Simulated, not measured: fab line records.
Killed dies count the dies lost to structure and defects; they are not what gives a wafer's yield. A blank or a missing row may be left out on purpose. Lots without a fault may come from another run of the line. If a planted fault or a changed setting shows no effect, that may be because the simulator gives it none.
Matching of chambers :: flow nandHarc :: NHARC_A_M1_PRE_CLEAN_32 on pecvd-04 has 3 sister chambers
The step time 12 s. 6 wafers are shown with their chamber, then 11 later ones without.

== WAFERS PAIRED WITH THEIR CHAMBERS ==
wafer: L085.5
chamber: 0
heaterPowerW (W): 667

wafer: L089.5
chamber: 1
heaterPowerW (W): 667

wafer: L094.1
chamber: 0
heaterPowerW (W): 593

wafer: L094.2
chamber: 2
heaterPowerW (W): 693

wafer: L094.3
chamber: 1
heaterPowerW (W): 617

wafer: L094.4
chamber: 2
heaterPowerW (W): 677

== WAFERS MISSING THEIR CHAMBER ==
wafer: L094.5
heaterPowerW (W): 596

wafer: L094.6
heaterPowerW (W): 604

wafer: L095.1
heaterPowerW (W): 644

wafer: L095.2
heaterPowerW (W): 645

wafer: L095.3
heaterPowerW (W): 741

wafer: L093.2
heaterPowerW (W): 600

wafer: L093.4
heaterPowerW (W): 681

wafer: L093.6
heaterPowerW (W): 608

wafer: L097.1
heaterPowerW (W): 609

wafer: L097.4
heaterPowerW (W): 635

wafer: L097.5
heaterPowerW (W): 621

== EACH ONE'S CHAMBER ==
wafer: L094.5
from the rows above: can't be placed: 0 or 1 or 2
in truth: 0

wafer: L094.6
from the rows above: can't be placed: 0 or 1 or 2
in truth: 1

wafer: L095.1
from the rows above: can't be placed: 1 or 0 or 2
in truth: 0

wafer: L095.2
from the rows above: can't be placed: 1 or 0 or 2
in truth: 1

wafer: L095.3
from the rows above: can't be placed: 2 or 1 or 0
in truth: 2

wafer: L093.2
from the rows above: can't be placed: 0 or 1 or 2
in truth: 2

wafer: L093.4
from the rows above: can't be placed: 2 or 1 or 0
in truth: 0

wafer: L093.6
from the rows above: can't be placed: 0 or 1 or 2
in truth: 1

wafer: L097.1
from the rows above: can't be placed: 0 or 1 or 2
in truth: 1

wafer: L097.4
from the rows above: can't be placed: 0 or 1 or 2
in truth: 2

wafer: L097.5
from the rows above: can't be placed: 0 or 1 or 2
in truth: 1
Correct placement for 0 of the 11. Can't be placed from these rows: 11 (the true chamber is among the candidates in 11). 0 placed wrongly.
How it was worked out, from the rows above alone: a wafer's distance from a chamber is the root of the sum, over the readings, of the square of ((its reading less the chamber's mean) divided by the reading's scatter). The wafer belongs to the nearest chamber; if the next one is less than 2 further off, it can't be placed. The mean given for a chamber averages the wafers shown for that chamber. How the scatter is found: for the shown wafers, subtract from each reading the mean of its chamber, square and add these, divide the total by (wafers less chambers), then take the root.
